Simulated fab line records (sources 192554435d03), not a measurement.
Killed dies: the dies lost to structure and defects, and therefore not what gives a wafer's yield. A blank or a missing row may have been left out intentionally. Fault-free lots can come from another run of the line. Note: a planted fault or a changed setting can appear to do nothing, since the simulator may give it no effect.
fab line records ; flow n5-finfet
[record] lots = 6; wafers = 18; last-day = 19
route steps=1938 shown BEOL_M4@1052
lots that met no fault: from a run of the same line without faults
start-h: start of the lot's first displayed wafer, in hours after the record's first day ; wait-h: hours since the lot's step before ; " unchanged from the row above ; L1.1+2: a row that stands for several wafers ; - either no value or no given start ; * or withheld: withheld ; < > ~ a bound
route shown NAME@n: names a module that has steps shown in the file, with the first one's number in the route ; usual: mean/standard deviation of fault-free wafers ; same: alike in all rows ; chamber/n: place in a boat ; sites: the reading at each site ; _std_site: the values' standard deviation ; _edge_site: the outer-site mean with the inner-site mean subtracted ; radius-mm: for every site, how far away it sits from the centre of the wafer ; mask NAME#n: copy n ; behind: the most recent tool/chamber to have shaped the wafer ; hold: why the lot was held/for how many hours/how that ended ; device: the n, p or np transistor that did not switch ; end of line: the tests these same wafers got at the end of their route ; step lacking rows: just its recipe ; killed: at the first sort, the dies lost to defects and structure; wafer yield is something else ; map: dies across one wafer; x = killed, . = not, _ = none there
set.NAME: the run value of the setting; set.NAME@STEP: its run value at that earlier step ; model.NAME: the simulator's own value behind a step, which no gauge read
certain route steps with their lots: each step a table, each wafer a row
services: when a tool's chamber went out of use (start-h, in hours from the record's first day, below 0 if earlier), for how many hours, and the reason
[[steps]]
[step N5_BEOL_M4_SOFTBAKE_23]
[recipe] temp-c = 110; time-s = 60; resist = CAR-EUV
[step N5_BEOL_M4_EXPOSE_25]
[recipe] mask-id = V3; na = 0.33; source-shape = quasar; sigma-inner = 0.2; sigma-outer = 0.8; polarization = unpolarized; defocus-nm = 5; dose-mj = 63
[step N5_BEOL_M4_PEB_26]
[recipe] peb-temp-c = 100; peb-time-s = 60; resist = CAR-EUV
[step N5_BEOL_M4_DEVELOP_27]
[recipe] develop-time-s = 30; developer = TMAH; resist = CAR-EUV; rinse-liquid = surfactant-rinse; dry = air-spin; dev-temp-c = 23
[step N5_BEOL_M4_CD_MEAS_28]
[recipe] target-cd-nm = 26.2; landing-energy-ev = 500; detector = se-inlens; target-cd-y-nm = 24.1; polarity = opening
[usual] cd-nm = 26.26/0.24
[same] landing-energy-ev = 500
lot.wafer;tool;chamber;start-h;wait-h;cd-nm
L164.3;cd-sem-02;0;212.95;-;26.82
L164.4;cd-sem-02;0;212.95;-;26.47
L164.5;cd-sem-02;0;212.95;-;26.19
L165.2;cd-sem-02;0;218.51;-;26.30
L165.5;cd-sem-02;0;218.51;-;26.07
L165.6;cd-sem-02;0;218.51;-;25.99
L168.1;cd-sem-03;0;238.95;-;26.67
L168.2;cd-sem-03;0;238.95;-;26.25
L168.4;cd-sem-03;0;238.95;-;26.49
L171.2;cd-sem-01;0;243.81;-;26.02
L171.4;cd-sem-01;0;243.81;-;26.70
L171.5;cd-sem-01;0;243.81;-;26.59
L175.1;cd-sem-01;0;268.86;-;26.07
L175.2;cd-sem-01;0;268.86;-;26.48
L175.3;cd-sem-01;0;268.86;-;26.35
L181.1;cd-sem-01;0;332.46;-;26.59
L181.2;cd-sem-01;0;332.46;-;26.22
L181.6;cd-sem-01;0;332.46;-;25.96
[step N5_BEOL_M4_OVL_MEAS_29]
[recipe] points-per-wafer = 522
[usual] V3_OVL = 0.5/0.68
lot.wafer;tool;chamber;start-h;wait-h;V3_OVL[nm]
L164.3;overlay-01;0;212.99;0.0;0.6
L164.4;overlay-01;0;212.99;0.0;0.3
L164.5;overlay-01;0;212.99;0.0;0.1
L165.2;overlay-01;0;218.54;0.0;1.1
L165.5;overlay-01;0;218.54;0.0;1.4
L165.6;overlay-01;0;218.54;0.0;0.6
L168.1;overlay-02;0;238.98;0.0;0.0
L168.2;overlay-02;0;238.98;0.0;1.4
L168.4;overlay-02;0;238.98;0.0;1.3
L171.2;overlay-02;0;243.84;0.0;0.4
L171.4;overlay-02;0;243.84;0.0;0.1
L171.5;overlay-02;0;243.84;0.0;0.1
L175.1;overlay-01;0;268.89;0.0;0.4
L175.2;overlay-01;0;268.89;0.0;1.7
L175.3;overlay-01;0;268.89;0.0;0.0
L181.1;overlay-01;0;332.49;0.0;1.1
L181.2;overlay-01;0;332.49;0.0;0.3
L181.6;overlay-01;0;332.49;0.0;0.8
[step N5_BEOL_M4_INSPECT_30]
[recipe] mode = adi; inspect-instrument = brightfield
[usual] raw-defect-count = 445/100
lot.wafer;tool;chamber;start-h;wait-h;raw-defect-count
L164.3;defect-inspect-02;-;213.04;0.0;484
L164.4;defect-inspect-02;-;213.04;0.0;481
L164.5;defect-inspect-02;-;213.04;0.0;411
L165.2;defect-inspect-02;-;218.60;0.1;380
L165.5;defect-inspect-02;-;218.60;0.1;465
L165.6;defect-inspect-02;-;218.60;0.1;405
L168.1;defect-inspect-01;-;239.04;0.1;456
L168.2;defect-inspect-01;-;239.04;0.1;502
L168.4;defect-inspect-01;-;239.04;0.1;721
L171.2;defect-inspect-01;-;243.89;0.0;550
L171.4;defect-inspect-01;-;243.89;0.0;302
L171.5;defect-inspect-01;-;243.89;0.0;471
L175.1;defect-inspect-01;-;268.95;0.1;370
L175.2;defect-inspect-01;-;268.95;0.1;422
L175.3;defect-inspect-01;-;268.95;0.1;517
L181.1;defect-inspect-02;-;332.55;0.1;395
L181.2;defect-inspect-02;-;332.55;0.1;510
L181.6;defect-inspect-02;-;332.55;0.1;348
[step N5_BEOL_M4_DESCUM_33]
[recipe] chemistry = O2; time-s = 7; source-power-w = 50; bias-power-w = 20; pressure-mtorr = 20; rf-frequency-hz = 2.712e+07; temp-c = 40; resist = CAR-EUV; o2-flow-sccm = 225
[usual] bias-power-w = 20.01/0.052; drypump-motor-current-A = 5.8/0.43; oes-product-au = 0.85/0.079; rf-vpp-V = 244.2/1.1; showerhead-plenum-p-Torr = 2.16/0.052; throttle-valve-pct = 20.29/0.19
lot.wafer;tool;chamber;start-h;wait-h;bias-power-w;drypump-motor-current-A;oes-product-au;rf-hours-counter-h;rf-vpp-V;showerhead-plenum-p-Torr;throttle-valve-pct
L164.3;rie-diel-02;0;213.07;0.0;19.98;5.3;0.92;21;243.5;2.14;20.52
L164.4;rie-diel-02;1;213.07;0.0;20.02;6.2;0.95;8;243.4;2.05;20.16
L164.5;rie-diel-02;1;213.07;0.0;20.11;6.3;0.94;-;243.7;2.05;20.16
L165.2;rie-diel-01;1;218.64;0.0;20.10;5.9;0.88;25;245.3;2.23;19.99
L165.5;rie-diel-01;0;218.64;0.0;20.07;5.5;0.94;-;245.0;2.14;20.16
L165.6;rie-diel-01;3;218.64;0.0;20.02;5.9;0.75;-;242.7;2.10;20.43
L168.1;rie-diel-02;3;239.07;0.0;20.00;6.7;0.70;231;243.2;2.07;20.77
L168.2;rie-diel-02;1;239.07;0.0;20.04;6.3;0.94;12;242.2;2.05;20.16
L168.4;rie-diel-02;0;239.07;0.0;20.01;5.3;0.91;24;242.9;2.13;20.53
L171.2;rie-diel-01;1;243.93;0.0;20.02;5.9;0.86;39;246.2;2.22;20.01
L171.4;rie-diel-01;2;243.93;0.0;19.99;5.2;0.95;5;243.8;2.15;20.31
L171.5;rie-diel-01;3;243.93;0.0;19.92;6.0;0.74;-;243.5;2.09;20.45
L175.1;rie-diel-01;0;268.99;0.0;20.02;5.5;0.89;33;244.8;2.14;20.20
L175.2;rie-diel-01;1;268.99;0.0;20.00;5.9;0.85;50;245.2;2.22;20.03
L175.3;rie-diel-01;3;268.99;0.0;19.93;6.0;0.74;174;244.1;2.09;20.45
L181.1;rie-diel-03;3;332.58;0.0;19.94;5.5;0.89;33;242.7;2.13;20.21
L181.2;rie-diel-03;1;332.58;0.0;20.06;5.7;0.84;52;245.4;2.21;20.18
L181.6;rie-diel-03;0;332.58;0.0;19.95;5.6;0.84;-;243.6;2.12;20.32
[step N5_BEOL_M4_ETCH_77]
[recipe] chemistry = N2/H2; target = underlayer; target-depth-a = 65; mask-material = CAR-EUV; time-s = 5.2; ion-energy-ev = 200; pressure-mtorr = 30; source-w = 840; bias-w = 150; n2-flow-sccm = 200; h2-flow-sccm = 200; ends = cleared
[usual] bias-w = 150.0/0.46; drypump-motor-current-A = 5.8/0.43; etch-rf-on-time-s = 5.17/0.066; oes-product-au = 0.73/0.066; rf-vpp-V = 526.0/2.1; showerhead-plenum-p-Torr = 2.62/0.066; throttle-valve-pct = 17.72/0.2
lot.wafer;tool;chamber;start-h;wait-h;bias-w;drypump-motor-current-A;etch-rf-on-time-s;oes-product-au;rf-hours-counter-h;rf-vpp-V;showerhead-plenum-p-Torr;throttle-valve-pct
L164.3;rie-diel-02;0;213.11;0.0;150.5;5.4;5.14;0.77;21;527.3;2.59;17.83
L164.4;rie-diel-02;1;213.11;0.0;149.4;6.3;5.18;0.81;8;522.5;2.50;17.57
L164.5;rie-diel-02;1;213.11;0.0;149.8;6.3;5.15;0.81;-;522.3;2.50;17.60
L165.2;rie-diel-01;1;218.67;0.0;150.1;5.9;5.16;0.76;25;529.0;2.70;17.34
L165.5;rie-diel-01;0;218.67;0.0;149.7;5.5;5.08;0.83;-;524.0;2.60;17.59
L165.6;rie-diel-01;3;218.67;0.0;149.5;6.0;5.23;0.65;-;521.4;2.55;17.77
L168.1;rie-diel-02;3;239.11;0.0;150.1;6.7;5.21;0.60;231;524.3;2.51;18.25
L168.2;rie-diel-02;1;239.11;0.0;149.5;6.2;5.19;0.80;12;524.2;2.50;17.54
L168.4;rie-diel-02;0;239.11;0.0;150.2;5.3;5.14;0.77;24;525.9;2.59;17.86
L171.2;rie-diel-01;1;243.96;0.0;150.1;5.9;5.11;0.74;39;527.6;2.69;17.34
L171.4;rie-diel-01;2;243.96;0.0;149.7;5.2;5.02;0.80;5;525.8;2.60;17.79
L171.5;rie-diel-01;3;243.96;0.0;149.6;6.0;5.19;0.63;-;525.2;2.54;17.82
L175.1;rie-diel-01;0;269.02;0.0;150.7;5.5;5.09;0.75;33;526.4;2.59;17.65
L175.2;rie-diel-01;1;269.02;0.0;149.8;5.9;5.15;0.72;50;528.0;2.69;17.37
L175.3;rie-diel-01;3;269.02;0.0;150.0;6.0;5.25;0.63;174;525.8;2.54;17.80
L181.1;rie-diel-03;3;332.62;0.0;150.2;5.5;5.16;0.76;33;526.9;2.59;17.71
L181.2;rie-diel-03;1;332.62;0.0;150.7;5.8;5.17;0.72;52;527.3;2.70;17.76
L181.6;rie-diel-03;0;332.62;0.0;150.0;5.6;5.23;0.72;-;524.8;2.58;17.76
[step N5_BEOL_M4_ETCH_69]
[recipe] chemistry = CF4; target = SiARC; target-depth-a = 156; mask-material = CAR-EUV; time-s = 26; ion-energy-ev = 80; pressure-mtorr = 40; source-w = 545; bias-w = 36; Ar_flow_sccm = 100; cf4-flow-sccm = 100; ends = cleared
[usual] bias-w = 35.99/0.1; drypump-motor-current-A = 5.8/0.43; etch-rf-on-time-s = 25.9/0.38; oes-product-au = 0.73/0.068; rf-vpp-V = 184.8/1; showerhead-plenum-p-Torr = 2.20/0.052; throttle-valve-pct = 15.46/0.19
lot.wafer;tool;chamber;start-h;wait-h;bias-w;drypump-motor-current-A;etch-rf-on-time-s;oes-product-au;rf-hours-counter-h;rf-vpp-V;showerhead-plenum-p-Torr;throttle-valve-pct
L164.3;rie-diel-02;0;213.12;0.0;36.11;5.3;25.8;0.78;21;184.2;2.19;15.64
L164.4;rie-diel-02;1;213.12;0.0;35.80;6.3;26.2;0.79;8;183.9;2.11;15.34
L164.5;rie-diel-02;1;213.12;0.0;35.87;6.3;26.2;0.81;-;183.7;2.11;15.35
L165.2;rie-diel-01;1;218.69;0.0;36.05;5.9;26.2;0.75;25;185.8;2.27;15.16
L165.5;rie-diel-01;0;218.69;0.0;35.95;5.5;25.7;0.81;-;183.4;2.19;15.27
L165.6;rie-diel-01;3;218.69;0.0;36.09;6.0;26.5;0.64;-;185.3;2.14;15.60
L168.1;rie-diel-02;3;239.12;0.0;35.97;6.7;26.3;0.60;231;184.5;2.11;15.94
L168.2;rie-diel-02;1;239.12;0.0;35.92;6.3;25.8;0.80;12;183.4;2.10;15.34
L168.4;rie-diel-02;0;239.12;0.0;35.88;5.3;25.5;0.78;24;184.6;2.18;15.64
L171.2;rie-diel-01;1;243.98;0.0;36.00;5.9;25.8;0.74;39;185.2;2.27;15.18
L171.4;rie-diel-01;2;243.98;0.0;35.88;5.1;25.6;0.80;5;183.7;2.19;15.41
L171.5;rie-diel-01;3;243.98;0.0;36.07;6.0;26.3;0.63;-;183.3;2.14;15.62
L175.1;rie-diel-01;0;269.04;0.0;35.98;5.5;25.8;0.76;33;186.1;2.18;15.32
L175.2;rie-diel-01;1;269.04;0.0;36.09;5.9;25.8;0.72;50;185.9;2.26;15.19
L175.3;rie-diel-01;3;269.04;0.0;36.21;6.0;26.3;0.63;174;183.7;2.13;15.64
L181.1;rie-diel-03;3;332.64;0.0;36.00;5.5;26.1;0.76;33;184.8;2.18;15.41
L181.2;rie-diel-03;1;332.64;0.0;35.93;5.8;25.9;0.72;52;185.4;2.26;15.39
L181.6;rie-diel-03;0;332.64;0.0;36.05;5.6;26.3;0.72;-;184.4;2.17;15.49
[step N5_BEOL_M4_ALD_98]
[recipe] material = SiO2; target-thk-a = 25; temp-c = 100; ald-precursor-family = BDEAS; ald-co-reactant = O2-plasma; pulse-time-s = 1; co-reactant-pulse-time-s = 1; purge-time-s = 2; co-reactant-purge-time-s = 2; ald-cycles = 17; pressure-torr = 2
[usual] heater-power-w = 76/5.7; precursor-pulse-height-rel = 1.002/0.022
lot.wafer;tool;chamber;start-h;wait-h;heater-power-w;precursor-pulse-height-rel
L164.3;ald-sin-02;0;213.20;0.1;76;1.010
L164.4;ald-sin-02;1;213.20;0.1;67;1.031
L164.5;ald-sin-02;0;213.20;0.1;77;1.008
L165.2;ald-sin-02;1;219.47;0.8;70;1.015
L165.5;ald-sin-02;3;219.47;0.8;90;1.014
L165.6;ald-sin-02;2;219.47;0.8;85;0.952
L168.1;ald-sin-03;1;239.21;0.1;78;0.991
L168.2;ald-sin-03;0;239.21;0.1;82;0.988
L168.4;ald-sin-03;2;239.21;0.1;70;1.004
L171.2;ald-sin-04;2;244.18;0.2;73;1.003
L171.4;ald-sin-04;1;244.18;0.2;73;0.982
L171.5;ald-sin-04;3;244.18;0.2;82;1.018
L175.1;ald-sin-04;2;269.54;0.5;71;0.997
L175.2;ald-sin-04;0;269.54;0.5;74;1.051
L175.3;ald-sin-04;1;269.54;0.5;72;1.043
L181.1;ald-sin-03;1;332.78;0.1;76;0.982
L181.2;ald-sin-03;0;332.78;0.1;81;1.045
L181.6;ald-sin-03;3;332.78;0.1;70;1.006
[step N5_BEOL_M4_ETCHBACK_99]
[recipe] chemistry = CHF3; target = SiO2; target-depth-a = 50; time-s = 10.4; source-w = 215; bias-w = 47; Ar_flow_sccm = 200; CHF3_flow_sccm = 12; ion-energy-ev = 100; pressure-mtorr = 30
[usual] bias-w = 47.01/0.14; drypump-motor-current-A = 5.9/0.47; oes-product-au = 0.85/0.079; rf-vpp-V = 241.3/2.5; showerhead-plenum-p-Torr = 2.20/0.055; throttle-valve-pct = 16.96/0.21
lot.wafer;tool;chamber;start-h;wait-h;bias-w;drypump-motor-current-A;oes-product-au;rf-hours-counter-h;rf-vpp-V;showerhead-plenum-p-Torr;throttle-valve-pct
L164.3;rie-diel-02;1;215.88;2.6;46.95;6.3;0.95;9;246.0;2.12;16.84
L164.4;rie-diel-02;3;215.88;2.6;46.94;6.7;0.71;228;240.5;2.13;17.38
L164.5;rie-diel-02;2;215.88;2.6;47.16;6.2;0.84;-;240.4;2.26;16.86
L165.2;rie-diel-01;0;223.90;4.4;47.12;5.5;0.93;12;240.6;2.19;16.69
L165.5;rie-diel-01;3;223.90;4.4;46.95;6.0;0.75;-;244.6;2.16;17.09
L165.6;rie-diel-01;1;223.90;4.4;46.95;5.9;0.87;-;241.7;2.29;16.65
L168.1;rie-diel-01;2;250.27;11.0;47.10;5.1;0.93;8;242.0;2.20;16.88
L168.2;rie-diel-01;3;250.27;11.0;47.01;6.0;0.73;166;245.5;2.15;17.10
L168.4;rie-diel-01;1;250.27;11.0;47.00;5.9;0.86;42;241.5;2.29;16.68
L171.2;rie-diel-01;0;254.24;10.0;46.84;5.5;0.90;27;241.1;2.18;16.74
L171.4;rie-diel-01;3;254.24;10.0;47.19;6.0;0.73;168;244.4;2.15;17.09
L171.5;rie-diel-01;1;254.24;10.0;47.01;5.9;0.86;-;241.3;2.29;16.68
L175.1;rie-diel-02;2;275.28;5.7;47.00;6.3;0.82;104;238.2;2.25;16.89
L175.2;rie-diel-02;0;275.28;5.7;46.76;5.4;0.88;39;243.1;2.20;17.19
L175.3;rie-diel-02;3;275.28;5.7;47.12;6.7;0.69;251;238.6;2.12;17.43
L181.1;rie-diel-03;1;334.85;2.0;46.79;5.8;0.85;53;238.3;2.27;16.87
L181.2;rie-diel-03;0;334.85;2.0;46.86;5.6;0.83;71;237.7;2.18;16.94
L181.6;rie-diel-03;0;334.85;2.0;46.95;5.6;0.83;-;239.7;2.18;16.94
[step N5_BEOL_M4_ETCH_70]
[recipe] chemistry = N2/H2; target = SOC; target-depth-a = 800; overetch-a = 240; mask-material = SiARC; temp-c = 40; time-s = 130; ion-energy-ev = 200; pressure-mtorr = 30; source-w = 840; bias-w = 150; n2-flow-sccm = 200; h2-flow-sccm = 200
[usual] bias-w = 150.0/0.48; drypump-motor-current-A = 5.9/0.48; oes-product-au = 0.62/0.056; rf-vpp-V = 525.6/2; showerhead-plenum-p-Torr = 2.60/0.066; throttle-valve-pct = 17.71/0.22
lot.wafer;tool;chamber;start-h;wait-h;bias-w;drypump-motor-current-A;oes-product-au;rf-hours-counter-h;rf-vpp-V;showerhead-plenum-p-Torr;throttle-valve-pct;model.SiARC_of_BEOL_M4_COAT_68.thk-nm
L164.3;rie-diel-02;1;215.92;0.0;149.7;6.3;0.70;9;522.2;2.50;17.52;5.8
L164.4;rie-diel-02;3;215.92;0.0;149.6;6.7;0.53;228;522.7;2.51;18.22;6
L164.5;rie-diel-02;2;215.92;0.0;150.9;6.2;0.61;-;526.0;2.68;17.61;5.8
L165.2;rie-diel-01;0;223.94;0.0;150.2;5.4;0.68;12;524.7;2.60;17.59;5.8
L165.5;rie-diel-01;3;223.94;0.0;149.2;6.0;0.55;-;523.2;2.55;17.75;5.8
L165.6;rie-diel-01;1;223.94;0.0;149.6;5.9;0.65;-;528.5;2.70;17.31;5.8
L168.1;rie-diel-01;2;250.31;0.0;136.9;5.2;0.68;8;497.4;2.60;17.72;6.4
L168.2;rie-diel-01;3;250.31;0.0;136.7;6.0;0.55;166;496.1;2.54;17.78;6.4
L168.4;rie-diel-01;1;250.31;0.0;136.6;5.9;0.63;42;499.3;2.69;17.32;6.4
L171.2;rie-diel-01;0;254.27;0.0;137.8;5.5;0.66;27;496.3;2.59;17.59;6.6
L171.4;rie-diel-01;3;254.27;0.0;136.8;6.0;0.54;168;494.7;2.54;17.77;6.4
L171.5;rie-diel-01;1;254.27;0.0;136.3;5.9;0.62;-;499.8;2.69;17.32;6.6
L175.1;rie-diel-02;2;275.31;0.0;150.2;6.2;0.60;104;528.9;2.67;17.66;5.8
L175.2;rie-diel-02;0;275.31;0.0;150.3;5.3;0.65;39;524.6;2.58;17.83;5.8
L175.3;rie-diel-02;3;275.31;0.0;150.0;6.7;0.51;251;523.1;2.50;18.25;6
L181.1;rie-diel-03;1;334.89;0.0;149.4;5.8;0.62;53;527.6;2.70;17.71;5.8
L181.2;rie-diel-03;0;334.89;0.0;149.4;5.6;0.62;71;523.9;2.57;17.74;6
L181.6;rie-diel-03;0;334.89;0.0;150.1;5.6;0.62;-;525.4;2.57;17.71;6
[step N5_BEOL_M4_STRIP_71]
[recipe] chemistry = N2/H2; temp-c = 40; n2-flow-sccm = 200; h2-flow-sccm = 200; rf-frequency-hz = 6e+07
[step N5_BEOL_M4_RC_MEAS_101]
[usual] DIBL_N = 36.1/1.4; DIBL_P = 36.3/1.4; IOFF_N = 0.154/0.021; IOFF_P = 0.21/0.032; ION_N = 670/8.1; ION_P = 461/7; SS_N = 71.4/0.49; SS_P = 73.3/0.5; VT_N = 250.4/2.6; VT_P = -250/3.7
lot.wafer;tool;chamber;start-h;wait-h;DIBL_N[mV/V];DIBL_P[mV/V];IOFF_N[nA/um];IOFF_P[nA/um];ION_N[uA/um];ION_P[uA/um];SS_N[mV/dec];SS_P[mV/dec];VT_N[mV];VT_P[mV]
L164.3;prober-01;0;222.23;0.3;37.2;37.5;0.156;0.22;673;468;71.4;73.0;252.1;-252
L164.4;prober-01;0;222.23;0.3;36.4;36.5;0.141;0.20;670;462;71.2;73.3;251.0;-251
L164.5;prober-01;0;222.23;0.3;35.3;35.2;0.133;0.19;668;467;70.5;73.0;251.6;-251
L165.2;prober-02;0;228.20;0.2;34.6;34.5;0.141;0.24;664;466;71.4;73.2;252.3;-246
L165.5;prober-02;0;228.20;0.2;36.5;36.4;0.174;0.28;677;472;71.2;73.9;247.8;-245
L165.6;prober-02;0;228.20;0.2;35.3;34.7;0.140;0.24;663;468;70.4;73.1;252.6;-247
L168.1;prober-01;0;255.02;0.0;39.2;38.6;0.200;0.25;673;464;71.5;74.7;248.4;-251
L168.2;prober-01;0;255.02;0.0;37.9;37.2;0.172;0.21;673;460;71.6;73.7;249.3;-252
L168.4;prober-01;0;255.02;0.0;37.1;35.8;0.155;0.21;664;459;71.9;73.1;250.6;-252
L171.2;prober-01;0;260.42;0.2;34.7;34.8;0.128;0.16;655;447;71.3;73.1;253.9;-257
L171.4;prober-01;0;260.42;0.2;34.6;34.8;0.132;0.16;664;448;71.3;73.0;251.4;-257
L171.5;prober-01;0;260.42;0.2;35.9;36.6;0.160;0.18;678;457;72.1;73.4;249.3;-256
L175.1;prober-01;0;281.35;0.0;36.0;35.5;0.157;0.19;676;455;71.1;73.8;248.9;-253
L175.2;prober-01;0;281.35;0.0;37.2;37.1;0.190;0.23;683;464;72.2;74.5;247.3;-248
L175.3;prober-01;0;281.35;0.0;35.4;34.4;0.152;0.18;666;457;70.7;73.3;249.6;-253
L181.1;prober-02;0;340.64;0.0;35.1;35.9;0.127;0.17;662;463;71.2;72.4;255.7;-255
L181.2;prober-02;0;340.64;0.0;36.0;36.3;0.132;0.18;662;454;71.6;72.7;256.2;-256
L181.6;prober-02;0;340.64;0.0;37.6;38.2;0.161;0.21;677;463;72.0;72.6;249.5;-250
[[services]]
tool;chamber;start-h;hours;kind
ald-sin-04;-;203.31;6.1;pm
rie-diel-01;2;218.48;-;clean
rie-diel-01;2;218.48;-;consumable-replace:focus-ring
rie-diel-01;2;218.48;13.2;scheduled-down
rie-diel-01;2;218.48;13.2;vent-cycle
rie-diel-02;-;218.99;14.6;pm
rie-diel-02;-;234.48;0.7;repair
rie-diel-02;0;239.33;8.8;repair
rie-diel-02;1;249.04;33.4;repair
ald-sin-02;2;252.88;3.8;repair
ald-sin-03;-;260.61;11.5;repair
ald-sin-02;-;269.77;14.0;pm
rie-diel-01;3;272.40;9.7;repair
ald-sin-03;-;274.91;0.5;repair
rie-diel-02;-;277.48;10.0;pm
ald-sin-03;-;279.95;0.5;repair
ald-sin-02;-;286.70;1.0;repair
rie-diel-02;3;287.48;-;clean
rie-diel-02;3;287.48;-;consumable-replace:focus-ring
ald-sin-04;-;293.85;1.1;repair
rie-diel-02;2;303.68;2.6;repair
ald-sin-03;-;306.15;6.0;pm
ald-sin-04;1;311.27;1.3;repair
rie-diel-03;2;311.50;17.1;repair
[[key]]
[first-sign] step = N5_BEOL_M4_ETCH_70; reading = bias-w; direction = down; sigmas = 28; usual = *; struck = *
[effect] step = N5_BEOL_M4_ETCH_70; reading = rf-vpp-V; direction = down; sigmas = 15; usual = 525.6; struck = 497.3
[model-effect] step = N5_BEOL_M4_ETCH_70; value = SiARC_of_BEOL_M4_COAT_68.thk-nm; without = 5.8; struck = 6.467
met-at N5_BEOL_M4_ETCH_70
struck-wafers L168.1,L168.2,L168.4,L171.2,L171.4,L171.5
onset-between 223.94 250.31
[fault] kind = process-parameter-drift; tool = rie-diel-01; chamber = -; onset-h = 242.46; steps = N5_BEOL_M4_ETCH_70; channel = bias-w; offset = *; shape = step; end-h = 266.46; acts-in = *; stated = *
